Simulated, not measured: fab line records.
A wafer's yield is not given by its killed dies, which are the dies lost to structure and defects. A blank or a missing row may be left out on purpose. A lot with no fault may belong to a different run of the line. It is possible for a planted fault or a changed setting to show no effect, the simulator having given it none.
A struck lot beside a sound one :: flow nand harc :: 15 steps out of a route of 1159
Sound: wafers L343.1, L343.2, L343.6. Wafers L356.1, L356.5, L356.6 were the ones struck. Last of all comes the cause.
At each step with rows: each side's tool, then ch and its chambers, then its first start. Under that, the readings that differ: sound wafers :: struck wafers :: difference of the means :: sigmas: that difference in standard deviations of wafers without a fault.
alike: a reading whose means differ by less than 2 such deviations, as well as words and numbers matching on both sides. not compared: withheld readings; readings where some wafer has no value; bounds like >300 that might hide an equal value; numbers whose values overlap and for which the record gives no deviation.
The two part at a step that has a row with sigmas, a row that says differs or no value, or rows on one side only. When numbers do not overlap yet have no deviation, they are printed without sigmas and do not part them. A reading that every wafer of one side lacks parts them only if that side has two wafers or more.

first, 1 step without rows for these wafers: NHARC_A_ONON_D1_DEP_12 (target thk 1000 nm).
NHARC_A_ONON_D1_THK_MEAS_14: measures by ellipsometry.
  struck on film metro-02, day 10 20:31; sound on film metro-01, day 7 17:05
  alike: thk nm
then, 2 steps without rows for these wafers: NHARC_A_ONON_D1_ANNEAL_15 (time 3600 s); NHARC_A_ONON_D1_DEP_16 (target thk 1000 nm).
NHARC_A_ONON_D1_THK_MEAS_18: measures by ellipsometry.
  struck on film metro-01, day 11 04:52; sound on film metro-01, day 8 00:13
  alike: thk nm
then NHARC_A_ONON_D1_DEP_19 (target thk 1000 nm), 1 step lacking rows for these wafers.
NHARC_A_ONON_D1_THK_MEAS_21: measures by ellipsometry.
  struck on film metro-02, day 11 05:34; sound on film metro-01, day 8 00:47
  alike: thk nm
then NHARC_A_ONON_D1_DEP_22 (target thk 1000 nm), 1 step lacking rows for these wafers.
NHARC_A_ONON_D1_THK_MEAS_24: measures by ellipsometry.
  struck on film metro-02, day 11 06:17; sound on film metro-01, day 8 01:21
  alike: thk nm
then NHARC_A_ONON_D1_DEP_25 (target thk 1000 nm), 1 step lacking rows for these wafers.
NHARC_A_ONON_D1_THK_MEAS_27: measures by ellipsometry.
  struck on film metro-01, day 11 06:58; sound on film metro-02, day 8 01:55
  alike: thk nm
NHARC_A_ONON_D1_DEP_28: target thk 1000 nm.
  sound on pecvd onon-03 ch 0, day 8 01:59; struck on pecvd onon-01 ch 0, day 11 07:01
  alike: n2o flow sccm
NHARC_A_ONON_D1_THK_MEAS_30: measures by ellipsometry.
  struck on film metro-01, day 11 07:32; sound on film metro-02, day 8 02:30
reading: thk nm (nm)
sound: 1002 1003 1003
struck: 784 784 786
difference: -218
sigmas: -18
NHARC_A_ONON_D1_DEP_33: deposits SiO2, target thk 200 nm.
  sound on pecvd-04 ch 0,2, day 8 02:36; struck on pecvd-02 ch 1,2, day 11 07:44
reading: throttle valve pct (%)
sound: 15.92 16.83 17.00
struck: 16.11 16.01 15.68
difference: -0.65
sigmas: -2
  alike: heater power w, mfc precursor sccm
-- record jumps: 11 days between struck wafers' starts before vs after; left off in module A_ONON_D1, resumes in module END, first step shown is number 1159 of the route --
NHARC_END_SORT_01:
  the record has rows for the struck wafers here (prober-01 ch 0, day 22 12:49) and none for the sound ones

## WHERE THEY PART
Last at NHARC_END_SORT_01 as far as this record goes, first at NHARC_A_ONON_D1_THK_MEAS_30.

WHY: the cause the simulator had injected
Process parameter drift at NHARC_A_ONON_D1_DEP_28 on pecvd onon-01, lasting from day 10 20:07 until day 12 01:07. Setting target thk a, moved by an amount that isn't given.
